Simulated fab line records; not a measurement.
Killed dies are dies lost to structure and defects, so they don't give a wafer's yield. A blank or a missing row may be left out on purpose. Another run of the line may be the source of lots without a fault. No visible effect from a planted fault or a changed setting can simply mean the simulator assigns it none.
Struck lot and sound lot, side by side	flow n5_finfet	26 steps out of a route of 1938
Sound: the wafers L311.3, L311.5, L311.6. Struck: wafer L320.2 (L320.3, L320.4, from the same lot, were not struck and are left out); the cause is given at the end.
Order at every step that has rows: each side's tool, ch and its chambers, its first start. Under that, the readings that differ: sound wafers	struck wafers	difference of the means	sigmas: that difference in standard deviations of wafers without a fault.
alike: readings whose means differ by less than 2 such deviations, and words and numbers that are the same on both sides. not compared: withheld readings, readings that some wafer has no value for, bounds like >300 that may hide the same value, and numbers for which the record gives no deviation and whose values overlap.
Wherever a step has rows on one side only, a row that says differs or no value, or a row with sigmas, the two part there. Numbers that have no deviation but don't overlap get no sigmas and don't part them. A reading that every wafer of one side lacks parts them only if that side has two wafers or more.

first, 9 steps without rows for these wafers: N5_BEOL_M15_EBR_06; N5_BEOL_M15_SOFTBAKE_05 (time 60 s); N5_BEOL_M15_EXPOSE_07 (exposes mask V14); N5_BEOL_M15_PEB_08 (peb time 90 s); N5_BEOL_M15_DEVELOP_09 (develop time 45 s); N5_BEOL_M15_HARDBAKE_14 (time 120 s); N5_BEOL_M15_DESCUM_15 (chemistry O2, time 7.9 s); N5_BEOL_M15_ETCH_59 (etches BARC in N2/H2, target depth 89 nm, overetch 26.7 nm, time 67.9 s); N5_BEOL_M15_VIA_ETCH_16 (etches SiO2 in C4F8/O2/Ar, target depth 1792.2 nm).
N5_BEOL_M15_STRIP_63: strips in O2.
  sound on rie_diel-04 ch 1,3, day 11 15:00; struck on rie_diel-04 ch 3, day 14 00:00
  alike: drypump_motor_current_A, oes_product_au, rf_vpp_V, showerhead_plenum_p_Torr, throttle_valve_pct
  not compared: rf_hours_counter_h
then, 13 steps without rows for these wafers: N5_BEOL_M15_STRIP_64 (strips in O2); N5_BEOL_M15_STRIP_65 (strips in post etch residue remover, time 60 s); N5_BEOL_M15_SRD_66 (time 30 s, dry time 30 s); N5_BEOL_M15_COAT_56 (time 60 s, resist thk 550 nm); N5_BEOL_M15_ETCH_57 (etches SOC in N2/H2, time 750 s); N5_BEOL_M15_COAT_60 (time 60 s, resist thk 89 nm); N5_BEOL_M15_COAT_22 (resist thk 800 nm); N5_BEOL_M15_EBR_24; N5_BEOL_M15_SOFTBAKE_23 (time 60 s); N5_BEOL_M15_EXPOSE_25 (exposes mask M15, target cd 400 nm); N5_BEOL_M15_PEB_26 (peb time 90 s); N5_BEOL_M15_DEVELOP_27 (develop time 45 s); N5_BEOL_M15_HARDBAKE_32 (time 120 s).
N5_BEOL_M15_INSPECT_30: inspects for defects (macro).
  sound: defect_inspect-02 at day 11 17:05; struck: defect_inspect-01 at day 14 01:40
reading	sound	struck	difference	sigmas
raw_defect_count	3 1 1	285	+283	+99 or more
then, 1 step without rows for these wafers: N5_BEOL_M15_DESCUM_33 (chemistry O2, time 7.9 s).
N5_PASSIVATION_PROBE_49:
  rows exist in the record for the struck wafers here (prober-02, day 15 00:49), but not for the sound ones

WHERE THEY PART
Last at N5_PASSIVATION_PROBE_49 as far as this record goes, first at N5_BEOL_M15_INSPECT_30.

WHY: the cause the simulator had injected
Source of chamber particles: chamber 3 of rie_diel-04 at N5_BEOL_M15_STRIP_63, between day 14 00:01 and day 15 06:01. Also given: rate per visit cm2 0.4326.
